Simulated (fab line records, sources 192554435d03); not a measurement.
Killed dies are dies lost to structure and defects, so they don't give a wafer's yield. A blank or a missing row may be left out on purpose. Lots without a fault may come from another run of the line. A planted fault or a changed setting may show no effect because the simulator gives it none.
Which tool did it? | flow n5_finfet | 9 lots, 27 wafers sampled, at 5 steps of a route of 1938

WHAT THE GAUGES READ, wafer by wafer
N5_GATE_CUT_INSPECT_26: inspects for defects (darkfield). Usual: raw_defect_count 39, standard deviation 13.
lot  | measured     | on                | raw_defect_count | flag
L969 | day 5 22:38  | defect_inspect-02 | 35 39 44         |
L970 | day 6 06:09  | defect_inspect-01 | 31 41 48         |
L971 | day 6 11:10  | defect_inspect-01 | 76 29 29         |
L976 | day 7 16:50  | defect_inspect-01 | 54 38 45         |
L977 | day 7 18:59  | defect_inspect-02 | 36 55 50         |
L979 | day 8 08:21  | defect_inspect-01 | 15 31 31         |
L981 | day 8 21:19  | defect_inspect-01 | 48 39 34         |
L982 | day 9 03:38  | defect_inspect-02 | 47 22 32         |
L987 | day 10 09:02 | defect_inspect-01 | 46 44 31         |

N5_BEOL_M4_RC_MEAS_101. Usual: DIBL_N 36.6 mV/V, standard deviation 1.8; DIBL_P 37.1 mV/V, standard deviation 2.1; IOFF_N 0.17 nA/um, standard deviation 0.033; IOFF_P 0.23 nA/um, standard deviation 0.039; ION_N 681 uA/um, standard deviation 13; ION_P 467 uA/um, standard deviation 8.7; SS_N 71.6 mV/dec, standard deviation 0.59; SS_P 73.4 mV/dec, standard deviation 0.63; VT_N 249 mV, standard deviation 3.4; VT_P -249 mV, standard deviation 3.7.
lot  | measured     | on        | DIBL_N (mV/V)  | DIBL_P (mV/V)  | IOFF_N (nA/um) | IOFF_P (nA/um) | ION_N (uA/um) | ION_P (uA/um) | SS_N (mV/dec)  | SS_P (mV/dec)  | VT_N (mV)   | VT_P (mV)      | flag
L969 | day 9 11:08  | prober-01 | 32.4 37.3 35.6 | 32.2 37.8 35.1 | 0.11 0.19 0.15 | 0.14 0.22 0.18 | 664 687 676   | 457 469 465   | 70.3 72.4 72.0 | 72.2 73.7 72.6 | 253 246 251 | -254 -249 -255 |
L970 | day 9 23:52  | prober-02 | 37.5 37.0 37.9 | 38.8 38.4 38.7 | 0.18 0.18 0.18 | 0.21 0.23 0.22 | 692 690 673   | 472 471 458   | 71.5 71.0 71.7 | 73.4 73.3 73.7 | 248 248 253 | -251 -250 -253 |
L971 | day 9 21:34  | prober-01 | 35.8 37.5 36.1 | 37.8 39.7 38.7 | 0.19 0.22 0.20 | 0.25 0.27 0.24 | 699 687 696   | 476 468 473   | 71.5 72.4 71.7 | 73.2 74.6 73.2 | 245 242 246 | -246 -249 -245 |
L976 | day 11 04:32 | prober-02 | 32.8 36.2 34.1 | 33.6 38.0 34.3 | 0.11 0.18 0.13 | 0.20 0.28 0.20 | 665 690 672   | 464 478 463   | 71.2 71.0 70.5 | 73.2 74.2 72.9 | 254 245 254 | -248 -245 -246 |
L977 | day 11 07:30 | prober-02 | 36.5 38.0 35.9 | 36.4 37.0 35.3 | 0.17 0.17 0.15 | 0.23 0.23 0.20 | 691 668 679   | 470 457 462   | 70.9 71.8 70.7 | 73.8 73.7 72.4 | 249 251 249 | -250 -250 -251 |
L979 | day 11 21:41 | prober-02 | 36.3 37.7 36.1 | 36.1 38.0 35.1 | 0.16 0.18 0.15 | 0.20 0.22 0.19 | 667 707 683   | 456 475 463   | 72.0 72.2 71.9 | 73.0 73.9 72.8 | 252 248 253 | -253 -252 -254 |
L981 | day 12 07:26 | prober-01 | 35.4 35.7 35.4 | 34.9 35.0 34.0 | 0.14 0.15 0.13 | 0.18 0.19 0.17 | 671 667 672   | 463 456 462   | 71.5 72.1 71.3 | 72.5 72.5 73.2 | 251 251 251 | -253 -252 -254 |
L982 | day 12 21:51 | prober-01 | 41.1 38.7 42.3 | 37.9 36.7 40.7 | 0.23 0.17 0.27 | 0.26 0.24 0.31 | 681 688 699   | 464 470 473   | 72.8 71.3 72.5 | 73.4 73.5 74.0 | 247 252 245 | -248 -248 -246 |
L987 | day 13 12:21 | prober-01 | 37.6 35.7 35.8 | 36.1 34.1 33.4 | 0.19 0.15 0.14 | 0.23 0.19 0.19 | 680 683 659   | 465 460 454   | 71.9 71.6 71.4 | 73.3 72.8 72.7 | 248 249 251 | -248 -250 -250 |

WHICH TOOL RAN EACH LOT (tool, then ch and the chambers of the sampled wafers, then the start)
lot  | N5_MOL_CONTACT_COAG_DESCUM_13     | N5_MOL_CONTACT_COAG_CONTACT_ETCH_14 | N5_MOL_CONTACT_COAG_ETCH_110
L969 | rie_diel-04 ch 2,3, day 5 23:03   | rie_diel-04 ch 2,3, day 5 23:14     | rie_diel-04 ch 2,3, day 5 23:20
L970 | rie_diel-06 ch 0,1,3, day 6 06:34 | rie_diel-06 ch 0,1,3, day 6 06:46   | rie_diel-06 ch 0,1,3, day 6 06:51
L971 | rie_diel-01 ch 0,1, day 6 11:53   | rie_diel-01 ch 0,1, day 6 12:04     | rie_diel-01 ch 0,1, day 6 12:09
L976 | rie_diel-01 ch 0,1,2, day 7 17:16 | rie_diel-01 ch 0,1,2, day 7 17:26   | rie_diel-01 ch 0,1,2, day 7 17:32
L977 | rie_diel-06 ch 0,1,3, day 7 19:32 | rie_diel-06 ch 0,1,3, day 7 19:43   | rie_diel-06 ch 0,1,3, day 7 19:49
L979 | rie_diel-06 ch 1,2, day 8 08:54   | rie_diel-06 ch 1,2, day 8 09:05     | rie_diel-06 ch 1,2, day 8 09:11
L981 | rie_diel-06 ch 0,2,3, day 8 21:56 | rie_diel-06 ch 0,2,3, day 8 22:07   | rie_diel-06 ch 0,2,3, day 8 22:13
L982 | rie_diel-04 ch 0,1,2, day 9 04:11 | rie_diel-04 ch 0,1,2, day 9 04:22   | rie_diel-04 ch 0,1,2, day 9 04:27
L987 | rie_diel-06 ch 0,3, day 10 09:49  | rie_diel-06 ch 0,3, day 10 10:00    | rie_diel-06 ch 0,3, day 10 10:05
- N5_MOL_CONTACT_COAG_DESCUM_13: chemistry O2, time 7 s.
- N5_MOL_CONTACT_COAG_CONTACT_ETCH_14: etches SiO2 in C4F6/O2, target depth 27.5 nm, overetch 8.5 nm, time 20 s.
- N5_MOL_CONTACT_COAG_ETCH_110: etches Si in CF4/O2, target depth 2.5 nm, time 8 s.

WHAT THE TOOLS THEMSELVES READ (means of the sampled wafers that have a number; where no wafer has one, the mark that the record gives instead)
N5_MOL_CONTACT_COAG_DESCUM_13. Usual: drypump_motor_current_A 5.8 A, standard deviation 0.39; oes_product_au 0.80 a.u., standard deviation 0.086; rf_vpp_V 243.2 V, standard deviation 1.4; showerhead_plenum_p_Torr 2.10 Torr, standard deviation 0.068; throttle_valve_pct 20.44 %, standard deviation 0.28.
lot  | tool        | drypump_motor_current_A (A) | oes_product_au (a.u.) | rf_vpp_V (V) | showerhead_plenum_p_Torr (Torr) | throttle_valve_pct (%) | flag
L969 | rie_diel-04 | 5.7                         | 0.75                  | 243.1        | 2.08                            | 20.54                  |
L970 | rie_diel-06 | 5.9                         | 0.74                  | 242.1        | 2.03                            | 20.60                  |
L971 | rie_diel-01 | 6.1                         | 0.88                  | 244.8        | 2.17                            | 20.18                  |
L976 | rie_diel-01 | 5.7                         | 0.87                  | 243.9        | 2.13                            | 20.32                  |
L977 | rie_diel-06 | 5.9                         | 0.74                  | 242.3        | 2.02                            | 20.61                  |
L979 | rie_diel-06 | 5.4                         | 0.83                  | 242.4        | 2.07                            | 20.36                  |
L981 | rie_diel-06 | 5.8                         | 0.80                  | 242.4        | 2.07                            | 20.45                  |
L982 | rie_diel-04 | 5.7                         | 0.72                  | 243.0        | 2.09                            | 20.60                  |
L987 | rie_diel-06 | 6.0                         | 0.73                  | 241.8        | 2.04                            | 20.72                  |

N5_MOL_CONTACT_COAG_CONTACT_ETCH_14. Usual: C4F6_flow_sccm 16.01 sccm, standard deviation 0.05; O2_flow_sccm 10.00 sccm, standard deviation 0.031; drypump_motor_current_A 5.8 A, standard deviation 0.39; mfc_ar_sccm 300.0 sccm, standard deviation 1; oes_f_703_au 0.81 a.u., standard deviation 0.08; oes_product_au 0.68 a.u., standard deviation 0.067; rf_vpp_V 693 V, standard deviation 3.4; showerhead_plenum_p_Torr 2.89 Torr, standard deviation 0.098; throttle_valve_pct 21.28 %, standard deviation 0.26.
lot  | tool        | C4F6_flow_sccm (sccm) | O2_flow_sccm (sccm) | drypump_motor_current_A (A) | mfc_ar_sccm (sccm) | oes_f_703_au (a.u.) | oes_product_au (a.u.) | rf_vpp_V (V) | showerhead_plenum_p_Torr (Torr) | throttle_valve_pct (%) | flag
L969 | rie_diel-04 | 16.00                 | 9.99                | 5.8                         | 300.0              | 0.76                | 0.64                  | 692          | 2.83                            | 21.22                  |
L970 | rie_diel-06 | 15.98                 | 10.01               | 5.9                         | 300.2              | 0.77                | 0.64                  | 690          | 2.79                            | 21.39                  |
L971 | rie_diel-01 | 16.01                 | 10.02               | 6.1                         | 300.3              | 0.86                | 0.74                  | 697          | 3.00                            | 21.14                  |
L976 | rie_diel-01 | 16.07                 | 10.01               | 5.7                         | 299.4              | 0.84                | 0.74                  | 695          | 2.96                            | 21.30                  |
L977 | rie_diel-06 | 15.98                 | 10.01               | 5.9                         | 300.7              | 0.76                | 0.63                  | 691          | 2.78                            | 21.42                  |
L979 | rie_diel-06 | 16.09                 | 9.98                | 5.4                         | 299.6              | 0.82                | 0.70                  | 692          | 2.88                            | 21.34                  |
L981 | rie_diel-06 | 15.98                 | 10.01               | 5.8                         | 298.9              | 0.80                | 0.67                  | 692          | 2.86                            | 21.32                  |
L982 | rie_diel-04 | 16.01                 | 9.99                | 5.6                         | 300.4              | 0.72                | 0.62                  | 692          | 2.86                            | 21.33                  |
L987 | rie_diel-06 | 15.97                 | 9.98                | 6.0                         | 300.1              | 0.76                | 0.62                  | 690          | 2.78                            | 21.47                  |

N5_MOL_CONTACT_COAG_ETCH_110. Usual: O2_flow_sccm 10.002 sccm, standard deviation 0.028; bias_w 12.00 W, standard deviation 0.039; drypump_motor_current_A 5.8 A, standard deviation 0.4; mfc_ar_sccm 100.0 sccm, standard deviation 0.31; oes_f_703_au 0.81 a.u., standard deviation 0.08; oes_product_au 0.81 a.u., standard deviation 0.084; rf_vpp_V 127.4 V, standard deviation 2.5; showerhead_plenum_p_Torr 2.23 Torr, standard deviation 0.072; throttle_valve_pct 10.7 %, standard deviation 0.31.
lot  | tool        | O2_flow_sccm (sccm) | bias_w (W) | drypump_motor_current_A (A) | mfc_ar_sccm (sccm) | oes_f_703_au (a.u.) | oes_product_au (a.u.) | rf_vpp_V (V) | showerhead_plenum_p_Torr (Torr) | throttle_valve_pct (%) | flag
L969 | rie_diel-04 | -                   | -          | -                           | -                  | -                   | -                     | -            | -                               | -                      | OFF
L970 | rie_diel-06 | -                   | -          | -                           | -                  | -                   | -                     | -            | -                               | -                      | OFF
L971 | rie_diel-01 | 10.037              | 11.93      | 6.1                         | 100.3              | 0.86                | 0.87                  | 130.6        | 2.31                            | 10.6                   |
L976 | rie_diel-01 | 9.996               | 11.99      | 5.7                         | 100.3              | 0.85                | 0.86                  | 129.3        | 2.28                            | 10.6                   |
L977 | rie_diel-06 | 10.004              | 12.02      | 5.9                         | 99.9               | 0.77                | 0.75                  | 124.4        | 2.15                            | 11.0                   |
L979 | rie_diel-06 | 10.019              | 12.01      | 5.4                         | 100.1              | 0.82                | 0.82                  | 126.1        | 2.21                            | 10.7                   |
L981 | rie_diel-06 | 10.003              | 11.95      | 5.8                         | 100.1              | 0.81                | 0.80                  | 126.4        | 2.20                            | 10.8                   |
L982 | rie_diel-04 | 9.974               | 11.97      | 5.6                         | 99.9               | 0.71                | 0.71                  | 128.4        | 2.21                            | 10.9                   |
L987 | rie_diel-06 | 10.012              | 11.97      | 6.0                         | 99.9               | 0.75                | 0.74                  | 125.7        | 2.16                            | 11.0                   |

THE ANSWER, worked out from the rows above alone
Rule: a lot is off if the mean of its wafers that have a number lies more than 3 standard deviations from the usual mean. A lot without any number at a reading at which 4 lots or more have one is off too. The other lots that the step has rows for count as sound. The gauges are gone through in route order, then the tools' own readings, and for those a lot's mean is taken as printed above. The first step at which some lot is off is used, and at that step the reading that is off furthest; a lot without a number counts as furthest.
Off: L969, L970, at N5_MOL_CONTACT_COAG_ETCH_110 (O2_flow_sccm). Without a number there: L969, L970.
A tool fits if, at that step or a process step before it, it ran every lot that is off, and no sound lot after the first of them. None of those tried fits.

WHAT THE SIMULATOR HAD PUT IN
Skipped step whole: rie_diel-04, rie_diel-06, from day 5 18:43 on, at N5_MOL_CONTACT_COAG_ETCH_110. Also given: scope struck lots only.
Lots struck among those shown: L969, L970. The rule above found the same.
